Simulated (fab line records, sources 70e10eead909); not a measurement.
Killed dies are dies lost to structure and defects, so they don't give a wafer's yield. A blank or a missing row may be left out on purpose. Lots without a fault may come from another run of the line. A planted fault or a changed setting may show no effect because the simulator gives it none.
Chamber matching | flow nand_harc | NHARC_A_M1_CMP_23 on cmp-03: 4 sister chambers
The step polishes, t overpolish 20 s, target thk 154.34 nm. 8 wafers are shown with their chamber, then 7 later ones without.

WAFERS WITH THEIR CHAMBER
wafer  | chamber | motor_current_A (A) | time_to_endpoint_s (s)
L639.5 | 3       | 14.0                | 28.2
L647.2 | 2       | 14.4                | 30.0
L647.6 | 1       | 11.3                | 28.5
L651.2 | 1       | 11.8                | 31.1
L651.5 | 0       | 10.7                | 29.8
L651.6 | 3       | 13.8                | 29.9
L652.1 | 2       | 14.0                | 29.5
L652.5 | 0       | 11.5                | 27.9

WAFERS WITHOUT THEIR CHAMBER
wafer  | motor_current_A (A) | time_to_endpoint_s (s)
L652.6 | 11.1                | 28.8
L656.3 | 11.5                | 29.8
L656.4 | 13.9                | 29.7
L656.5 | 11.6                | 28.5
L657.1 | 13.6                | 27.5
L657.5 | 10.8                | 29.7
L657.6 | 11.4                | 30.7

WHICH CHAMBER EACH WENT THROUGH
wafer  | from the rows above     | in truth
L652.6 | can't be placed: 0 or 1 | 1
L656.3 | can't be placed: 1 or 0 | 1
L656.4 | can't be placed: 3 or 2 | 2
L656.5 | can't be placed: 1 or 0 | 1
L657.1 | can't be placed: 3 or 2 | 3
L657.5 | can't be placed: 0 or 1 | 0
L657.6 | can't be placed: 1 or 0 | 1
Placed correctly: 0 of 7. Can't be placed from these rows: 7 (the true chamber is among the candidates in 7). Placed wrongly: 0.
How it was worked out, from the rows above alone: a wafer's distance from a chamber is the root of the sum, over the readings, of the square of ((its reading less the chamber's mean) divided by the reading's scatter). The wafer belongs to the nearest chamber; if the next one is less than 2 further off, it can't be placed. A chamber's mean is the mean of its shown wafers. The scatter: the root of (the sum of the squares of (reading less its chamber's mean) over the shown wafers, divided by (wafers less chambers)).
